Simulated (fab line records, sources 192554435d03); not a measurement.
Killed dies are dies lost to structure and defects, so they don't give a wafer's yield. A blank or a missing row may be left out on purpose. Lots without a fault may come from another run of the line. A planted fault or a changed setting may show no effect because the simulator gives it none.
Chamber matching | flow n5_finfet | N5_SD_EPI_N_ETCH_35 on rie_diel-05: 4 sister chambers
The step etches SOC in N2/H2, overetch 108 nm, time 486 s. 16 wafers are shown with their chamber, then 8 later ones without.

WAFERS WITH THEIR CHAMBER
wafer  | chamber | showerhead_plenum_p_Torr (Torr) | throttle_valve_pct (%) | oes_product_au (a.u.)
L074.3 | 2       | 2.53                            | 23.51                  | 0.68
L074.4 | 2       | 2.53                            | 23.51                  | 0.68
L074.5 | 3       | 2.66                            | 23.62                  | 0.70
L075.2 | 2       | 2.53                            | 23.52                  | 0.67
L075.4 | 3       | 2.66                            | 23.61                  | 0.69
L075.6 | 2       | 2.53                            | 23.52                  | 0.67
L078.1 | 3       | 2.66                            | 23.60                  | 0.69
L078.3 | 1       | 2.49                            | 23.23                  | 0.83
L078.4 | 0       | 2.56                            | 23.75                  | 0.69
L083.1 | 1       | 2.49                            | 23.22                  | 0.80
L083.5 | 0       | 2.56                            | 23.75                  | 0.69
L083.6 | 1       | 2.49                            | 23.24                  | 0.81
L088.3 | 2       | 2.52                            | 23.55                  | 0.65
L088.5 | 2       | 2.52                            | 23.53                  | 0.66
L088.6 | 3       | 2.65                            | 23.65                  | 0.67
L090.2 | 2       | 2.52                            | 23.55                  | 0.66

SIGNATURES (means of the wafers above)
reading                  | chamber 0 | chamber 1 | chamber 2 | chamber 3 | scatter within a chamber
showerhead_plenum_p_Torr | 2.5600    | 2.4900    | 2.5257    | 2.6575    | 0.00453
throttle_valve_pct       | 23.7500   | 23.2300   | 23.5271   | 23.6200   | 0.0167
oes_product_au           | 0.6900    | 0.8133    | 0.6671    | 0.6875    | 0.0118
Rule: a wafer's distance from a chamber is the root of the sum, over the readings, of the square of ((its reading less the chamber's mean) divided by the reading's scatter). The wafer belongs to the nearest chamber; if the next one is less than 2 further off, it can't be placed. The scatter: the root of (the sum of the squares of (reading less its chamber's mean) over the shown wafers, divided by (wafers less chambers)).

WAFERS WITHOUT THEIR CHAMBER
wafer  | showerhead_plenum_p_Torr (Torr) | throttle_valve_pct (%) | oes_product_au (a.u.)
L090.4 | 2.65                            | 23.64                  | 0.67
L090.5 | 2.52                            | 23.54                  | 0.66
L092.2 | 2.52                            | 23.55                  | 0.65
L092.3 | 2.55                            | 23.79                  | 0.67
L092.4 | 2.48                            | 23.25                  | 0.77
L093.3 | 2.48                            | 23.28                  | 0.77
L093.5 | 2.48                            | 23.27                  | 0.76
L093.6 | 2.52                            | 23.56                  | 0.65

WHICH CHAMBER EACH WENT THROUGH
wafer  | from the rows above | in truth
L090.4 | 3                   | 3
L090.5 | 2                   | 2
L092.2 | 2                   | 2
L092.3 | 0                   | 0
L092.4 | 1                   | 1
L093.3 | 1                   | 1
L093.5 | 1                   | 1
L093.6 | 2                   | 2
Placed correctly: 8 of 8. Can't be placed from these rows: 0. Placed wrongly: 0.
